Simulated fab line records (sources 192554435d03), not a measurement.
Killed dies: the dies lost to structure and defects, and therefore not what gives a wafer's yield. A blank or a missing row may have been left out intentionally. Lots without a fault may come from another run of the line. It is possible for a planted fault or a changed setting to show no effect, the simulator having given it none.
Split-lot experiment ; flow n5Finfet ; route with 1938 steps; 7 lots, 21 wafers read

== ON THE SPLIT ==
At N5_BEOL_M1_ILD_DEP_00 (deposits SiOC from DEMS/O2, target thk 79 nm, time 15.3 s), the setting timeS was moved away from the recipe's 15.3 s on 6 of the 21 wafers read, by -10.4% to +14.6%. For the rest of the wafers, this setting stayed at what the recipe calls for.

Split to reading: the file shows no intervening step.

== THE READING ==
M1_ILD_THK in nanometres, read at N5_BEOL_M1_THK_MEAS_01. On this fab line, fault-free wafers typically give 79.0 nm with a standard deviation of 1.2 nm.

wafer;tool, chamber at the split;timeS as run, s;against the recipe;M1_ILD_THK, nm;against lot-mates on the recipe
L076.4;pecvd-02, 2;15.3;recipe;79.1;-
L076.5;pecvd-02, 0;13.92;-9.0%;72.7;-6.1
L076.6;pecvd-02, 1;15.3;recipe;78.5;-
L079.2;pecvd-02, 1;15.3;recipe;77.1;-
L079.3;pecvd-02, 0;15.3;recipe;77.4;-
L079.4;pecvd-02, 1;17.54;+14.6%;89.7;+12.5
L080.1;pecvd-03, 0;15.3;recipe;77.2;-
L080.3;pecvd-03, 2;15.3;recipe;78.7;-
L080.6;pecvd-03, 0;15.3;recipe;79.0;-
L084.1;pecvd-04, 0;15.3;recipe;79.0;-
L084.2;pecvd-04, 2;13.71;-10.4%;69.6;-9.4
L084.4;pecvd-04, 0;13.71;-10.4%;72.2;-6.8
L087.2;pecvd-03, 1;15.3;recipe;79.1;-
L087.3;pecvd-03, 2;15.3;recipe;79.7;-
L087.4;pecvd-03, 2;15.3;recipe;81.6;-
L088.3;pecvd-03, 1;14.35;-6.2%;74.4;-5.2
L088.4;pecvd-03, 1;14.35;-6.2%;75.8;-3.8
L088.5;pecvd-03, 0;15.3;recipe;79.6;-
L092.1;pecvd-03, 2;15.3;recipe;80.6;-
L092.2;pecvd-03, 0;15.3;recipe;78.3;-
L092.3;pecvd-03, 1;15.3;recipe;78.7;-

THE FIT
A straight line over all 21 wafers: M1_ILD_THK changes by +0.729 nm for each +1% of timeS; r = +0.96; the points scatter about the line by 1.2 nm.
The same after taking each lot's own level away (the mean of its wafers on the recipe; 21 wafers): +0.79 nm for each +1%; r = +0.98; scatter 0.88 nm.
The reading moves by 12 nm for the largest change in timeS, on that fit.
From 77.25 to 80.13 nm: that is the span of the lots' own levels, equal to 2.4 times the standard deviation above.
The two slopes agree, so the slope changes little with the lot-to-lot level.
Check: +11 nm against its lot-mates is what the line predicts for one of the wafers moved furthest among these (+14.6%) when that wafer is left out of the fit. Against them it came out at +12.5 nm.

== THE WHOLE CHAIN: every reading that the file lists as answering this split, in the file's order ==
step;what it does;reading;change (the file's fit);r (the file's)
N5_BEOL_M1_ILD_DEP_00;deposits SiOC from DEMS/O2, target thk 79 nm, time 15.3 s;SiOC_of_BEOL_M1_ILD_DEP_00.thkNm (the simulator's own value, which no gauge read);+0.786 nm for each +1% of the setting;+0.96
N5_BEOL_M1_THK_MEAS_01;;M1_ILD_THK;+0.787 for each +1% of the setting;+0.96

== THE FILE'S OWN FIT ==
M1_ILD_THK changes by +0.787 nm for each +1% of timeS, r = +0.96.
